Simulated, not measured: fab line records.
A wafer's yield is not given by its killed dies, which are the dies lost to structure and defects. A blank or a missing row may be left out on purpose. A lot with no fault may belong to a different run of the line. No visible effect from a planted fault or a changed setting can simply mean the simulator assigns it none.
The tool behind it: which one? + flow nand harc + Sampling: 12 lots, 36 wafers, 3 of 1302 route steps

WHAT THE GAUGES SHOWED, per wafer
NHARC_A_M0_OVL_MEAS_10: pitch 160 nm.
| lot  | measured     | on         | overlay x nm (nm) |
|------|--------------|------------|-------------------|
| L076 | day 23 12:11 | overlay-01 | -0.3 -0.3 -0.3    |
| L077 | day 23 18:00 | overlay-01 | -0.6 -0.5 -0.6    |
| L079 | day 24 23:47 | overlay-02 | 0.7 1.2 1.2       |
| L081 | day 25 18:59 | overlay-01 | 0.6 0.3 1.1       |
| L083 | day 26 10:14 | overlay-01 | -1.0 -0.4 -0.7    |
| L087 | day 27 20:32 | overlay-02 | 0.2 1.0 1.7       |
| L086 | day 28 05:41 | overlay-01 | 1.5 1.0 1.2       |
| L091 | day 29 05:01 | overlay-02 | -0.3 0.2 -0.1     |
| L088 | day 29 14:07 | overlay-01 | 0.6 0.6 0.7       |
| L092 | day 30 05:57 | overlay-02 | -0.5 0.2 -0.7     |
| L094 | day 31 00:31 | overlay-02 | -1.1 -1.2 -1.9    |
| L096 | day 31 12:31 | overlay-01 | 0.2 0.6 0.2       |

WHICH TOOL RAN EACH LOT (tool, then ch and the chambers of the sampled wafers, then the start)
| lot  | NHARC_A_CONTACT_ETCH_31                       | NHARC_A_CONTACT_ETCH_110           |
|------|-----------------------------------------------|------------------------------------|
| L076 | rie diel-10 ch 0,1,2, day 23 05:22 or earlier | rie diel-08 ch 0,3, day 23 05:22   |
| L077 | rie diel-08 ch 1,3, day 23 11:16 or earlier   | rie diel-08 ch 0,3, day 23 11:16   |
| L079 | rie diel-08 ch 2,3, day 24 17:04 or earlier   | rie diel-08 ch 1,2, day 24 17:04   |
| L081 | rie diel-08 ch 0,1, day 25 11:53 or earlier   | rie diel-04 ch 0,1, day 25 11:53   |
| L083 | rie diel-04 ch 0,1,2, day 26 03:35 or earlier | rie diel-04 ch 1,2,3, day 26 03:35 |
| L087 | rie diel-04 ch 1,2,3, day 27 13:19 or earlier | rie diel-08 ch 0,2,3, day 27 13:19 |
| L086 | rie diel-10 ch 1,2,3, day 27 23:02 or earlier | rie diel-04 ch 0,2,3, day 27 23:02 |
| L091 | rie diel-04 ch 0,1,2, day 28 22:06 or earlier | rie diel-04 ch 1,2,3, day 28 22:06 |
| L088 | rie diel-10 ch 0,1,2, day 29 07:28 or earlier | rie diel-04 ch 0,1, day 29 07:28   |
| L092 | rie diel-08 ch 1,2,3, day 29 23:06 or earlier | rie diel-04 ch 0,1, day 29 23:06   |
| L094 | rie diel-10 ch 0,2,3, day 30 17:46 or earlier | rie diel-10 ch 0,2,3, day 30 17:46 |
| L096 | rie diel-04 ch 0,1, day 31 05:52 or earlier   | rie diel-10 ch 0,3, day 31 05:52   |
- NHARC_A_CONTACT_ETCH_31: etches the open film in O2/COS, target depth 2800 nm, time 728 s.
- NHARC_A_CONTACT_ETCH_110: etches the open film in CF4/O2, target depth 60 nm, overetch 6 nm, time 33 s.

THE ANSWER, worked out from the rows above alone
Rule: the lots themselves supply what counts as usual. Put in order of their means at a reading, lots are off if they are a third of the lots or fewer, leave a main group of 4 or more, and stand apart from it by a gap of 3 or more times the standard deviation of the main group's means; of several such gaps the widest counts. The tables above print the reading to a certain number of digits; a main group whose means all agree to those digits is not used. A lot without any number at a reading at which 4 lots or more have one is off too. Any other lot the step has rows for is counted as sound.
No lot is off on any of the readings shown, so nothing can be concluded from this.

WHAT THE SIMULATOR HAD PUT IN
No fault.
